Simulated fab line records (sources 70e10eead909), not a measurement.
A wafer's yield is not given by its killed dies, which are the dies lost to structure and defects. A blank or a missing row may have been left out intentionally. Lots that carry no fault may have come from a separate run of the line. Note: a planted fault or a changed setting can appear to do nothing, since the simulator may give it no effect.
A lot that was struck, set against a sound lot ; flow nandHarc ; 15 steps out of a route of 1159
Sound: these wafers, L924.2, L924.3, L924.5. Struck: wafer L941.5 (left out: L941.4, L941.6 of the same lot, which were not struck); the cause appears at the end.
At each step with rows: each side's tool, then ch and its chambers, then its first start. Under that, the readings that differ: sound wafers ; struck wafers ; difference of the means ; sigmas: that difference in standard deviations of wafers without a fault.
alike: same words and numbers on both sides, and readings whose means sit less than 2 such deviations apart. not compared: any withheld reading, any reading some wafer has no value for, any bound like >300 that may hide the same value, and any number with overlapping values for which the record gives no deviation.
The two part at a step that has a row with sigmas, a row that says differs or no value, or rows on one side only. Non-overlapping numbers with no deviation appear without sigmas and do not part them. A reading missing from all wafers of one side parts the sides only when that side holds two or more wafers.

first, 4 steps without rows for these wafers: NHARC_P_CONTACT_EBR_08; NHARC_P_CONTACT_EXPOSE_09 (exposes mask P CA, target cd 90 nm); NHARC_P_CONTACT_PEB_10 (peb time 65 s); NHARC_P_CONTACT_DEVELOP_11 (develop time 35 s).
NHARC_P_CONTACT_CD_MEAS_12 targets a cd of 90 nm.
  sound on cdSem-03 ch 0, day 5 10:28; struck on cdSem-03 ch 0, day 9 19:33
  alike: cdNm
NHARC_P_CONTACT_OVL_MEAS_13:
  struck on overlay-01, day 9 19:38; sound on overlay-01, day 5 10:34
  alike: overlayXNm, overlayYNm
NHARC_P_CONTACT_INSPECT_14:
  struck on defectInspect-02, day 9 19:40; sound on defectInspect-02, day 5 10:35
reading;sound;struck;difference;sigmas
rawDefectCount;3 2 3;12;+9;+4
NHARC_P_CONTACT_DESCUM_17: chemistry O2, time 3 s.
  sound on rieDiel-06 ch 1,3, day 5 10:39; struck on rieDiel-12 ch 1, day 9 19:44
reading;sound;struck;difference;sigmas
throttleValvePct (%);11.291 11.313 11.309;11.325;+0.021;+2
  alike: drypumpMotorCurrentA, oesProductAu, rfVppV, showerheadPlenumPTorr
  not compared: rfHoursCounterH
NHARC_P_CONTACT_ETCH_35: etches the open film in CF4, target depth 39 nm, time 65 s.
  sound on rieDiel-06 ch 0,1, day 5 10:44; struck on rieDiel-12 ch 3, day 9 19:49
  alike: drypumpMotorCurrentA, oesProductAu, rfVppV, runLengthS, showerheadPlenumPTorr, throttleValvePct
  not compared: rfHoursCounterH
NHARC_P_CONTACT_ETCH_36: etches the open film in N2/H2, target depth 260 nm, time 406.25 s.
  sound on rieDiel-06 ch 2,3; struck on rieDiel-12 ch 3
reading;sound;struck;difference;sigmas
oesProductAu (a.u.);0.999 1.003 1.012;0.989;-0.016;-2
  alike: drypumpMotorCurrentA, rfVppV, runLengthS, showerheadPlenumPTorr, throttleValvePct
  not compared: rfHoursCounterH
NHARC_P_CONTACT_ETCH_18: etches the open film in C4F8/O2/Ar, target depth 481 nm, time 240.5 s.
  sound on rieDiel-06 ch 1,3; struck on rieDiel-12 ch 2
  alike: oesProductAu, rfVppV, runLengthS
  not compared: rfHoursCounterH
then, 1 step without rows for these wafers: NHARC_P_CONTACT_STRIP_37 (strips in C4F8/O2/Ar).
NHARC_P_CONTACT_ETCH_31: etches the open film in CH3F/O2, target depth 30 nm, time 85.7 s.
  sound on rieDiel-06 ch 0,1, day 5 15:38; struck on rieDiel-12 ch 0, day 9 20:29
reading;sound;struck;difference;sigmas
drypumpMotorCurrentA (A);5.2 5.0 5.0;6.8;+1.7;+4
runLengthS (s);107.3 106.5 106.5;63.3;-43.5;-94
  alike: oesProductAu, rfVppV, showerheadPlenumPTorr, throttleValvePct
  not compared: rfHoursCounterH
NHARC_P_CONTACT_CD_MEAS_19:
  struck on cdSem-01, day 9 20:37; sound on cdSem-01, day 5 15:46
  alike: cdNm
-- jump in the record: it breaks off in module P_CONTACT and resumes in module END (first step shown: number 1159 of the route), and 14 days separate the struck wafers' starts before and after --
NHARC_END_SORT_01:
  here the record holds rows for the struck wafers (prober-01 ch 0, day 23 19:56) but none for the sound ones

## WHERE THEY PART
At NHARC_P_CONTACT_INSPECT_14 first; at NHARC_END_SORT_01 last (within this record only).

WHY: what had been put in by the simulator
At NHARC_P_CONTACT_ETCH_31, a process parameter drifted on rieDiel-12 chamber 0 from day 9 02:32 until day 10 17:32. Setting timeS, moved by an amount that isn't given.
